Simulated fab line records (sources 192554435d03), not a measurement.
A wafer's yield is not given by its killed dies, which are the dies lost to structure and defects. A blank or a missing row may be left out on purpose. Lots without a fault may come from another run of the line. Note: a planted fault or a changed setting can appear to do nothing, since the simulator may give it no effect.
fab line records	flow n5-finfet
record: lots: 5	wafers: 15	last-day: 18
route steps=1938 shown PMOS_HMC_CHANNEL_EPI@84 FIN_SAQP@90 STI_FIN_REVEAL@196 BEOL_M4@1111
lots with no fault: from the same line, run without faults
start-h: start of the lot's first displayed wafer, in hours after the record's first day	wait-h: time in hours since the lot's previous step	" identical to the entry in the row above	L1.1+2: a row that stands for several wafers	- no value, or no start given	* or withheld: withheld	< > ~ a bound
route shown NAME@n: NAME is a module with steps in the file, n the number in the route of the first one	usual: the fault-free wafers' mean and standard deviation	same: alike in all rows	chamber/n: place in a boat	sites: the reading at each site	_std_site: their standard deviation	_edge_site: mean of outer sites minus mean of inner sites	radius-mm: how far each site lies from the wafer's centre	mask NAME#n: copy n	behind: the most recent tool/chamber to have shaped the wafer	hold: the reason the lot was held/the length of the hold in hours/how it ended	device: transistor that didn't switch, given as n, p or np	end of line: the route-end tests of the same wafers	a step with no rows: only its recipe	killed: not the wafer's yield, but the dies lost to structure and defects at the first sort	map: the dies of a wafer, with x for killed, . for not killed, _ for no die there
set.NAME: setting as actually run; set.NAME@STEP: the setting as run at that earlier step	model.NAME: the simulator's own value behind a step, which no gauge read
lots seen at some steps along the route; tables by step, rows by wafer
services: the hour from which a tool's chamber was out of use, counted from the record's first day as start-h (under 0 if before that day), plus the number of hours and why
== steps ==
step: N5_PMOS_HMC_CHANNEL_EPI_PRECLEAN_37
recipe: chemistry: O3/DIW	time-s: 45	temp-c: 22	o3-ppm: 10
step: N5_PMOS_HMC_CHANNEL_EPI_PRECLEAN_24
recipe: chemistry: DHF	time-s: 30	temp-c: 25	dilution: withheld
step: N5_PMOS_HMC_CHANNEL_EPI_SRD_25
recipe: dry: ipa-marangoni	do-ppb: 5	time-s: 30	temp-c: 23	rinse-liquid: diw
step: N5_PMOS_HMC_CHANNEL_EPI_EPI_26
recipe: material: Si	target-thk-a: 38	temp-c: 650	precursor: SiH4/H2	pressure-torr: 20	time-s: 22.7
step: N5_FIN_SAQP_PRECLEAN_42
recipe: chemistry: O3/DIW	time-s: 60	temp-c: 22	o3-ppm: 10
step: N5_FIN_SAQP_PRECLEAN_00
recipe: chemistry: SC1	time-s: 60	temp-c: 55	mix: 1:2:50
step: N5_FIN_SAQP_PRECLEAN_44
recipe: chemistry: SC2	time-s: 45	temp-c: 35	mix: 1:1:50
step: N5_FIN_SAQP_SRD_01
recipe: dry: ipa-marangoni	time-s: 30	temp-c: 23	rinse-liquid: diw
step: N5_FIN_SAQP_ALD_61
recipe: material: SiO2	target-thk-a: 40	temp-c: 300	ald-precursor-family: BDEAS	ald-co-reactant: O2-plasma	pulse-time-s: 1	purge-time-s: 2	co-reactant-purge-time-s: 2	ald-cycles: 43	pressure-torr: 2
step: N5_FIN_SAQP_DENSIFY_62
recipe: temp-c: 700	time-s: 60	ambient: N2	idle-temp-c: 600	ramp-up-c-per-s: 150	ramp-down-c-per-s: 60	cool-to-c: 600
step: N5_FIN_SAQP_HM_DEP_03
recipe: material: SiNx	target-thk-a: 380	temp-c: 400	precursor: SiH4/NH3/N2	pressure-torr: 1.5	rf-w: 300	time-s: 33.6
usual: heater-power-w: 829/110	showerhead-plenum-p-Torr: 5.15/0.081	throttle-valve-pct: 40.5/2.2
lot.wafer	tool	chamber	start-h	wait-h	heater-power-w	showerhead-plenum-p-Torr	throttle-valve-pct	model.SiNx_of_FIN_SAQP_HM_DEP_03.thk-nm
L317.2	pecvd-02	0	51.62	0.2	837	5.12	39.3	38.17
L317.5	"	1	"	"	692	5.30	40.3	38.69
L317.6	"	0	"	"	837	5.11	39.1	38.47
L319.1	pecvd-02	2	64.00	0.2	647	5.02	37.2	18.45
L319.2	"	0	"	"	701	5.12	39.2	18.47
L319.4	"	1	"	"	776	5.30	40.2	38.49
L321.1	pecvd-02	0	76.11	0.2	687	5.12	39.2	18.97
L321.2	"	1	"	"	752	5.29	40.3	18.7
L321.3	"	2	"	"	701	5.03	37.3	19.08
L323.1	pecvd-02	0	87.22	0.2	747	5.13	39.5	19.05
L323.4	"	2	"	"	711	5.01	37.3	39.15
L323.6	"	1	"	"	659	5.28	40.4	38.28
L334.3	pecvd-02	2	153.65	0.1	732	5.03	37.7	37.74
L334.4	"	0	"	"	835	5.12	39.5	38.6
L334.6	"	2	"	"	726	5.02	37.9	38.46
step: N5_FIN_SAQP_THK_MEAS_05
usual: thk-nm: 38.0/0.47
lot.wafer	tool	chamber	start-h	wait-h	thk-nm
L317.2	film-metro-01	-	51.71	0.1	38.2
L317.5	"	-	"	"	38.7
L317.6	"	-	"	"	38.5
L319.1	film-metro-01	-	64.09	0.1	18.4
L319.2	"	-	"	"	18.5
L319.4	"	-	"	"	38.5
L321.1	film-metro-01	-	76.20	0.1	19.0
L321.2	"	-	"	"	18.7
L321.3	"	-	"	"	19.1
L323.1	film-metro-02	-	87.31	0.1	19.0
L323.4	"	-	"	"	39.2
L323.6	"	-	"	"	38.2
L334.3	film-metro-01	-	153.74	0.1	37.7
L334.4	"	-	"	"	38.6
L334.6	"	-	"	"	38.4
step: N5_FIN_SAQP_PECVD_47
recipe: material: a-Si	target-thk-a: 450	temp-c: 400	precursor: SiH4/He	pressure-torr: 3	rf-w: 100	time-s: 36.3
step: N5_FIN_SAQP_PECVD_48
recipe: material: SiNx	target-thk-a: 250	temp-c: 400	precursor: SiH4/NH3/N2	pressure-torr: 1.5	rf-w: 300	time-s: 22.1
step: N5_FIN_SAQP_PECVD_06
recipe: material: a-Si	target-thk-a: 600	temp-c: 400	precursor: SiH4/He	pressure-torr: 3	rf-w: 100	time-s: 48.1
step: N5_FIN_SAQP_HM_DEP_72
recipe: material: SiO2	target-thk-a: 120	temp-c: 400	precursor: SiH4/N2O	pressure-torr: 0.75	rf-w: 275	time-s: 7.2
step: N5_FIN_SAQP_COAT_49
recipe: resist: SOC	temp-c: 250	time-s: 60	spin-rpm: 1500	resist-thk-nm: 100
step: N5_FIN_SAQP_COAT_50
recipe: resist: SiARC	temp-c: 220	time-s: 60	spin-rpm: 1500	resist-thk-nm: 35
step: N5_FIN_SAQP_COAT_10
recipe: resist: CAR-ArF	spin-rpm: 1500	resist-thk-nm: 90
step: N5_FIN_SAQP_EBR_12
recipe: solvent: PGMEA	ebr-width-mm: 1.5
step: N5_FIN_SAQP_SOFTBAKE_11
recipe: temp-c: 110	time-s: 60	resist: CAR-ArF
step: N5_FIN_SAQP_EXPOSE_13
recipe: mask-id: FIN_CORE	na: 1.35	source-shape: dipole	sigma-inner: 0.538	sigma-outer: 0.738	polarization: te	target-cd-nm: 35.6	dose-mj: 63.25
step: N5_FIN_SAQP_PEB_14
recipe: peb-temp-c: withheld	peb-time-s: 60	resist: CAR-ArF
step: N5_FIN_SAQP_DEVELOP_15
recipe: develop-time-s: 30	developer: TMAH	resist: CAR-ArF	dev-temp-c: 23	rinse-liquid: diw	dry: air-spin
step: N5_FIN_SAQP_DESCUM_21
recipe: chemistry: O2	time-s: 7.9	source-power-w: 50	bias-power-w: 20	pressure-mtorr: 20	rf-frequency-hz: 2.712e+07	temp-c: 40	resist: CAR-ArF	o2-flow-sccm: 225
step: N5_FIN_SAQP_ETCH_51
recipe: chemistry: CF4	target: SiARC	target-depth-a: 455	mask-material: CAR-ArF	time-s: 75.8	ion-energy-ev: 80	pressure-mtorr: 40	source-w: 545	bias-w: 36	Ar_flow_sccm: 100	cf4-flow-sccm: 100	ends: cleared
step: N5_FIN_SAQP_ETCH_52
recipe: chemistry: N2/H2	target: SOC	target-depth-a: 1000	overetch-a: 200	mask-material: SiARC	temp-c: 40	time-s: 150	ion-energy-ev: 200	pressure-mtorr: 30	source-w: 840	bias-w: 150	n2-flow-sccm: 200	h2-flow-sccm: 200	ends: end-point
step: N5_FIN_SAQP_STRIP_53
recipe: chemistry: N2/H2	temp-c: 40	n2-flow-sccm: 200	h2-flow-sccm: 200	rf-frequency-hz: 6e+07
step: N5_FIN_SAQP_HM_OPEN_73
recipe: chemistry: CHF3/O2	target: SiO2	stop-on: a-Si	target-depth-a: 120	over-etch-frac: 1.8	mask-material: SOC	time-s: 16.8	pressure-mtorr: 30	source-w: 650	bias-w: 170	Ar_flow_sccm: 200	CHF3_flow_sccm: 50	O2_flow_sccm: 5	ion-energy-ev: 200	ends: end-point
step: N5_FIN_SAQP_STRIP_74
recipe: chemistry: CHF3/O2	resist: SiARC	rf-frequency-hz: 6e+07
step: N5_FIN_SAQP_MANDREL_ETCH_22
recipe: target-depth-a: 600	chemistry: HBr/Cl2	target: a-Si	stop-on: SiNx	bt-time-s: 10	over-etch-frac: 0.5	time-s: 30	pressure-mtorr: 10	icp-w: 800	bias-w: 75	HBr_flow_sccm: 150	Cl2_flow_sccm: 80	ends: end-point
step: N5_FIN_SAQP_STRIP_55
recipe: chemistry: N2/H2	power-w: 500	temp-c: 40	pressure-mtorr: 50	rf-frequency-hz: 6e+07	overash-fraction: 0.3	bias-power-w: 28	h2-frac: 0.5	n2-flow-sccm: 300	h2-flow-sccm: 300
step: N5_FIN_SAQP_STRIP_23
recipe: chemistry: SPM	time-s: 750	temp-c: 130	h2so4-h2o2-vol-ratio: 4
step: N5_FIN_SAQP_SRD_66
recipe: dry: ipa-marangoni	time-s: 30	temp-c: 23	rinse-liquid: diw
step: N5_FIN_SAQP_RECESS_75
recipe: chemistry: HF/NH3	target: SiO2	target-depth-a: 144	afs-cycles: 3	temp-c: 30	sublimation-temp-c: 180	sublimation-time-s: 60
step: N5_FIN_SAQP_SPACER1_ALD_24
recipe: material: SiO2	target-thk-a: 203	temp-c: 300	ald-precursor-family: BDEAS	ald-co-reactant: O2-plasma	pulse-time-s: 1	purge-time-s: 2	co-reactant-purge-time-s: 2	ald-cycles: 218	pressure-torr: 2
step: N5_FIN_SAQP_HM_OPEN_33
recipe: chemistry: CH3F/O2	target: SiNx	mask-material: SiO2	target-depth-a: 494	time-s: 70.6	pressure-mtorr: 30	source-w: 395	bias-w: 73	Ar_flow_sccm: 150	CH3F_flow_sccm: 30	O2_flow_sccm: 20	ion-energy-ev: 120	ends: cleared
usual: CH3F_flow_sccm: 30.02/0.082	bias-w: 73.00/0.23	drypump-motor-current-A: 5.6/0.6	etch-rf-on-time-s: 69.0/1.4	oes-product-au: 0.66/0.063	rf-vpp-V: 298/3.8	showerhead-plenum-p-Torr: 1.98/0.052	throttle-valve-pct: 16.33/0.23
lot.wafer	tool	chamber	start-h	wait-h	CH3F_flow_sccm	bias-w	drypump-motor-current-A	etch-rf-on-time-s	oes-product-au	rf-hours-counter-h	rf-vpp-V	showerhead-plenum-p-Torr	throttle-valve-pct	model.etch.depth-nm	model.FIN_SAQP.cd-nm
L317.2	rie-diel-06	2	56.26	0.0	30.15	73.05	6.6	69.5	0.60	201	295	1.90	16.31	37.54	8.4
L317.5	"	3	"	"	30.08	72.88	5.4	70.5	0.62	-	303	1.92	16.52	38.07	8.2
L317.6	"	2	"	"	29.88	73.34	6.6	70.1	0.59	-	294	1.90	16.31	37.84	8.2
L319.1	rie-diel-01	3	68.82	0.0	29.90	73.08	5.2	33.9	0.60	207	304	1.97	16.38	17.83	8.6
L319.2	"	0	"	"	30.00	72.97	4.9	33.1	0.73	67	303	1.94	16.31	17.84	8.2
L319.4	"	2	"	"	29.98	73.15	6.4	68.8	0.77	26	294	2.06	15.91	37.79	8
L321.1	rie-diel-06	3	81.11	0.0	29.92	73.00	5.5	33.8	0.61	182	302	1.92	16.55	18.27	8.4
L321.2	"	2	"	"	30.19	72.84	6.6	33.1	0.60	210	295	1.90	16.31	18.07	8.6
L321.3	"	0	"	"	30.01	73.03	5.6	32.9	0.69	132	298	2.03	16.40	18.28	8.8
L323.1	rie-diel-05	1	92.47	0.1	30.02	73.07	5.8	34.3	0.62	214	298	1.99	16.50	18.42	8.4
L323.4	"	2	"	"	30.05	72.79	5.5	71.6	0.59	219	305	2.06	16.24	38.52	8.2
L323.6	"	1	"	"	30.07	73.07	5.8	69.9	0.61	-	299	1.99	16.51	37.65	8
L334.3	rie-diel-01	0	158.92	0.1	30.01	72.66	4.9	68.0	0.70	101	301	1.93	16.37	37.08	8.2
L334.4	"	2	"	"	29.95	72.90	6.4	69.0	0.73	60	295	2.04	15.98	37.89	8
L334.6	"	2	"	"	30.08	73.47	6.4	68.6	0.73	-	295	2.04	15.97	37.82	8.2
step: N5_FIN_SAQP_FIN_ETCH_36
recipe: chemistry: HBr/Cl2/O2	target-depth-a: 1200	mask-material: SiNx	time-s: 50.4	bias-w: 102	pressure-mtorr: 10	icp-w: 800	HBr_flow_sccm: 150	Cl2_flow_sccm: 80	O2_flow_sccm: 12
usual: bias-w: 102.0/0.31	drypump-motor-current-A: 5.6/0.47	oes-product-au: 1.006/0.022	throttle-valve-pct: 35.9/0.32
lot.wafer	tool	chamber	start-h	wait-h	bias-w	drypump-motor-current-A	oes-product-au	rf-hours-counter-h	throttle-valve-pct	model.FIN_SAQP.cd-nm
L317.2	rie-si-04	1	56.54	0.0	102.4	5.1	1.021	8	35.6	8.4
L317.5	"	3	"	"	102.3	5.3	1.007	-	35.4	8
L317.6	"	2	"	"	102.1	5.2	0.960	-	35.6	8.4
L319.1	rie-si-03	2	69.11	0.0	102.2	5.9	1.013	2	35.9	8.8
L319.2	"	0	"	"	102.5	5.7	0.993	9	35.7	8.2
L319.4	"	1	"	"	101.7	6.1	0.977	140	36.6	8
L321.1	rie-si-04	3	81.40	0.0	102.3	5.3	0.999	180	35.4	8.4
L321.2	"	2	"	"	102.4	5.2	0.976	111	35.6	8.8
L321.3	"	1	"	"	102.0	5.2	1.002	9	35.6	8.6
L323.1	rie-si-04	3	92.76	0.0	102.1	5.3	0.995	180	35.4	8.4
L323.4	"	2	"	"	101.3	5.2	0.973	-	35.6	8.2
L323.6	"	3	"	"	101.8	5.3	1.012	-	35.4	8
L334.3	rie-si-03	1	159.21	0.0	101.8	6.2	0.981	142	36.6	8
L334.4	"	0	"	"	102.2	5.6	1.003	11	35.7	7.8
L334.6	"	2	"	"	102.1	5.9	1.018	-	35.9	8.2
step: N5_STI_FIN_REVEAL_RECESS_09
recipe: chemistry: HF/NH3	target: SiO2	afs-cycles: 11	target-depth-a: 425	temp-c: 30	sublimation-temp-c: 180	sublimation-time-s: 60
usual: drypump-motor-current-A: 6.23/0.23
lot.wafer	tool	chamber	start-h	wait-h	drypump-motor-current-A	model.SiNx_of_FIN_SAQP_HM_DEP_03.thk-nm
L317.2	vapor-etch-02	1	65.21	0.0	6.29	18.2
L317.5	"	0	66.27	1.1	5.90	19
L317.6	"	1	"	"	6.28	19
L319.1	vapor-etch-02	1	77.08	0.0	6.27	0
L319.2	"	0	"	"	5.87	0
L319.4	"	1	"	"	6.27	19
L321.1	vapor-etch-02	0	89.20	0.0	5.90	0
L321.2	"	1	"	"	6.30	0
L321.3	"	0	"	"	5.91	0
L323.1	vapor-etch-02	0	101.07	0.0	5.89	0
L323.4	"	0	"	"	5.89	19.8
L323.6	"	0	"	"	5.89	18.8
L334.3	vapor-etch-02	0	167.27	0.6	5.88	18.2
L334.4	"	1	"	"	6.29	18
L334.6	"	1	"	"	6.31	18.6
step: N5_BEOL_M4_RC_MEAS_101
usual: DIBL_N: 36.0/1.8	DIBL_P: 36.3/2.4	IOFF_N: 0.16/0.035	IOFF_P: 0.21/0.036	ION_N: 673/13	ION_P: 461/7.2	SS_N: 71.4/0.6	SS_P: 73.2/0.7	VT_N: 250/4	VT_P: -250.9/2.9
lot.wafer	tool	chamber	start-h	wait-h	DIBL_N[mV/V]	DIBL_P[mV/V]	IOFF_N[nA/um]	IOFF_P[nA/um]	ION_N[uA/um]	ION_P[uA/um]	SS_N[mV/dec]	SS_P[mV/dec]	VT_N[mV]	VT_P[mV]
L317.2	prober-02	0	218.16	0.2	36.7	37.5	0.16	0.21	691	464	71.2	73.5	247	-251.3
L317.5	"	0	"	"	34.4	35.3	0.12	0.17	674	464	71.1	72.7	254	-254.5
L317.6	"	0	"	"	36.0	37.9	0.15	0.21	668	464	71.5	74.5	251	-252.8
L319.1	prober-02	0	223.45	0.0	38.5	39.4	0.24	0.27	698	473	72.2	73.7	242	-246.1
L319.2	"	0	"	"	36.9	37.3	0.17	0.23	683	468	71.2	74.2	250	-249.5
L319.4	"	0	"	"	35.1	34.5	0.14	0.18	673	459	70.9	72.8	253	-251.2
L323.1	prober-01	0	227.24	0.0	37.6	39.1	0.17	0.26	686	467	70.7	74.2	249	-248.4
L323.4	"	0	"	"	38.4	39.8	0.18	0.28	664	463	71.5	73.8	253	-247.4
L323.6	"	0	"	"	36.6	36.9	0.13	0.22	661	456	70.8	73.2	253	-249.7
L321.1	prober-01	0	242.39	0.0	40.3	41.3	0.27	0.28	713	475	72.4	74.4	241	-248.0
L321.2	"	0	"	"	39.0	41.0	0.25	0.30	714	480	71.5	74.0	239	-246.4
L321.3	"	0	"	"	41.8	43.6	0.32	0.33	706	470	74.1	75.1	239	-244.9
L334.3	prober-02	0	320.03	0.3	35.2	35.6	0.13	0.19	652	459	70.8	73.2	253	-253.7
L334.4	"	0	"	"	35.7	35.4	0.13	0.19	677	464	71.1	72.7	252	-252.5
L334.6	"	0	"	"	36.8	38.2	0.16	0.23	671	462	71.4	73.4	250	-249.5
== services ==
tool	chamber	start-h	hours	kind
rie-diel-01	-	31.03	4.3	pm
rie-diel-05	0	35.02	-	clean
rie-diel-05	0	35.02	-	consumable-replace:focus-ring
rie-diel-05	0	35.02	12.9	scheduled-down
rie-diel-05	0	35.02	12.9	vent-cycle
vapor-etch-02	-	50.42	2.8	pm
rie-diel-05	1	57.17	13.0	repair
rie-si-04	0	78.27	18.3	repair
rie-diel-06	0	82.08	7.0	repair
rie-diel-01	-	90.23	0.2	repair
rie-diel-05	-	147.49	16.3	repair
rie-diel-01	1	164.18	2.6	repair
== key ==
first-sign: step: N5_FIN_SAQP_THK_MEAS_05	reading: thk-nm	direction: down	sigmas: 41	usual: *	struck: *
effect: step: N5_FIN_SAQP_HM_OPEN_33	reading: etch-rf-on-time-s	direction: down	sigmas: 26	usual: *	struck: *
effect: step: N5_BEOL_M4_RC_MEAS_101	reading: IOFF_N	direction: up	sigmas: 2.3	usual: 0.16	struck: 0.24	wafers-moved: 3
effect: step: N5_BEOL_M4_RC_MEAS_101	reading: ION_N	direction: up	sigmas: 2.1	usual: 673	struck: 700
effect: step: N5_BEOL_M4_RC_MEAS_101	reading: IOFF_P	direction: up	sigmas: 2	usual: 0.21	struck: 0.28
effect: step: N5_BEOL_M4_RC_MEAS_101	reading: VT_N	direction: down	sigmas: 1.8	usual: 250	struck: 243
effect: step: N5_BEOL_M4_RC_MEAS_101	reading: DIBL_N	direction: up	sigmas: 1.7	usual: 36.0	struck: 39.0
effect: step: N5_BEOL_M4_RC_MEAS_101	reading: DIBL_P	direction: up	sigmas: 1.7	usual: 36.3	struck: 40.3
effect: step: N5_BEOL_M4_RC_MEAS_101	reading: ION_P	direction: up	sigmas: 1.5	usual: 461	struck: 472
effect: step: N5_BEOL_M4_RC_MEAS_101	reading: SS_P	direction: up	sigmas: 1.5	usual: 73.2	struck: 74.3
model-effect: step: N5_FIN_SAQP_HM_DEP_03	value: SiNx_of_FIN_SAQP_HM_DEP_03.thk-nm	without: 37.99	struck: 18.79
model-effect: step: N5_FIN_SAQP_HM_OPEN_33	value: etch.depth-nm	without: 37.32	struck: 18.12
model-effect: step: N5_FIN_SAQP_FIN_ETCH_36	value: FIN_SAQP.cd-nm	without: 8.2	struck: 8.533
model-effect: step: N5_STI_FIN_REVEAL_RECESS_09	value: SiNx_of_FIN_SAQP_HM_DEP_03.thk-nm	without: 18.27	struck: 0
met-at N5_FIN_SAQP_HM_DEP_03
struck-wafers L319.1,L319.2,L321.1,L321.2,L321.3,L323.1
sort-left-out L319.1,L319.2,L321.1,L321.2,L321.3,L323.1
onset-between 51.62 64.00
fault: kind: process-parameter-drift	tool: pecvd-02	chamber: -	onset-h: 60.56	steps: N5_FIN_SAQP_HM_DEP_03	channel: time-s	offset: *	shape: step	end-h: 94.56	scope: struck-wafers-only	acts-in: *	stated: *
sort-left-out: the simulated sort isn't trusted on such a fault, so these wafers' sort isn't shown, and their yield isn't known
